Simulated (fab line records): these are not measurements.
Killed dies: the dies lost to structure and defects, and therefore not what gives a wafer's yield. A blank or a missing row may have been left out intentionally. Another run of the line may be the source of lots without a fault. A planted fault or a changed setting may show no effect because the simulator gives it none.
One fault through the eyes of 2 desks -- flow n5Finfet -- numbers are kept per desk, each desk with only its own; the story behind them comes last

== FOR THE TOOL OWNER'S DESK: aldHk-01 ==
The tool's own readings at N5_HKMG_FIN_ALD_75 (deposits Al2O3, target thk 1 nm, co reactant pulse time 1 s): means of the sampled wafers that have a number, for each lot that ran on this tool. Marked OUT: a lot whose mean sits more than 4 standard deviations from the usual mean, which makes it out of limits; the brackets give that distance.
Columns: A = heaterPowerW at N5_HKMG_FIN_ALD_75, usual 148 W; B = precursorPulseHeightRel at N5_HKMG_FIN_ALD_75, usual 1.000
lot,first seen here,A,B
L971,day 4 06:04,155,1.008
L981,day 6 19:11,152,0.993
L983,day 7 12:34,161,0.984
Finding of this desk: none of the 3 lots has anything out of limits.

== FROM THE METROLOGY DESK ==
Means of the sampled wafers that have a number, per lot and without regard to the tool the lot ran on: this is what the gauges read. Marked OUT: a lot whose mean sits more than 4 standard deviations from the usual mean, which makes it out of limits; the brackets give that distance. Readings shown: 7 of its 10, picked as those furthest out on some lot.
Columns: A = IOFF_N at N5_BEOL_M4_RC_MEAS_101, usual 0.16 nA/um; B = IOFF_P at N5_BEOL_M4_RC_MEAS_101, usual 0.22 nA/um; C = ION_N at N5_BEOL_M4_RC_MEAS_101, usual 672 uA/um; D = ION_P at N5_BEOL_M4_RC_MEAS_101, usual 463 uA/um; E = SS_N at N5_BEOL_M4_RC_MEAS_101, usual 71.4 mV/dec; F = VT_N at N5_BEOL_M4_RC_MEAS_101, usual 250 mV; G = VT_P at N5_BEOL_M4_RC_MEAS_101, usual -250 mV
lot,first seen here,A,B,C,D,E,F,G
L971,day 8 07:38,0.14,0.22,666,463,71.3,251,-250
L981,day 10 21:54,0.19,0.29,681,474,71.9,246,-243
L983,day 11 13:32,0.17,0.23,679,466,71.4,248,-249
L987,day 12 09:26,0.15,0.22,662,461,71.5,254,-250
Finding of this desk: none of the 4 lots has anything out of limits.

== PUT TOGETHER ==
The tool owner's desk saw nothing out of limits.
At the metrology desk, nothing out of limits was observed.

== WHAT HAD BEEN PUT IN BY THE SIMULATOR ==
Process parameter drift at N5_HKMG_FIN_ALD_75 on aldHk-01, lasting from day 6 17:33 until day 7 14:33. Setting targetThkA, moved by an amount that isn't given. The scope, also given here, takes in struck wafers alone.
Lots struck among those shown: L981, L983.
